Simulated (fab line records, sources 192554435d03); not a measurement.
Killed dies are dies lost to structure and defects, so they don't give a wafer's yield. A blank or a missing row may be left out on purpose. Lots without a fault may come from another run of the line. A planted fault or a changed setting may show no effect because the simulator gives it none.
Chamber matching | flow n5_finfet | N5_FIN_SAQP_PECVD_48 on pecvd-01: 3 sister chambers
The step deposits SiNx from SiH4/NH3/N2, target thk 25 nm, time 22.1 s. 6 wafers are shown with their chamber, then 8 later ones without.

WAFERS WITH THEIR CHAMBER
wafer  | chamber | throttle_valve_pct (%) | showerhead_plenum_p_Torr (Torr)
L087.3 | 1       | 38.0                   | 5.19
L087.4 | 1       | 38.0                   | 5.19
L087.5 | 2       | 39.5                   | 5.08
L090.3 | 2       | 39.5                   | 5.09
L090.5 | 0       | 40.3                   | 5.12
L093.2 | 0       | 40.1                   | 5.14

WAFERS WITHOUT THEIR CHAMBER
wafer  | throttle_valve_pct (%) | showerhead_plenum_p_Torr (Torr)
L093.4 | 40.2                   | 5.13
L093.6 | 38.0                   | 5.20
L092.1 | 39.7                   | 5.09
L092.2 | 38.5                   | 5.20
L092.3 | 40.1                   | 5.12
L097.1 | 38.3                   | 5.18
L097.3 | 39.5                   | 5.09
L097.6 | 40.0                   | 5.13

WHICH CHAMBER EACH WENT THROUGH
wafer  | from the rows above | in truth
L093.4 | 0                   | 0
L093.6 | 1                   | 1
L092.1 | 2                   | 2
L092.2 | 1                   | 1
L092.3 | 0                   | 0
L097.1 | 1                   | 1
L097.3 | 2                   | 2
L097.6 | 0                   | 0
Placed correctly: 8 of 8. Can't be placed from these rows: 0. Placed wrongly: 0.
How it was worked out, from the rows above alone: a wafer's distance from a chamber is the root of the sum, over the readings, of the square of ((its reading less the chamber's mean) divided by the reading's scatter). The wafer belongs to the nearest chamber; if the next one is less than 2 further off, it can't be placed. A chamber's mean is the mean of its shown wafers. The scatter: the root of (the sum of the squares of (reading less its chamber's mean) over the shown wafers, divided by (wafers less chambers)).
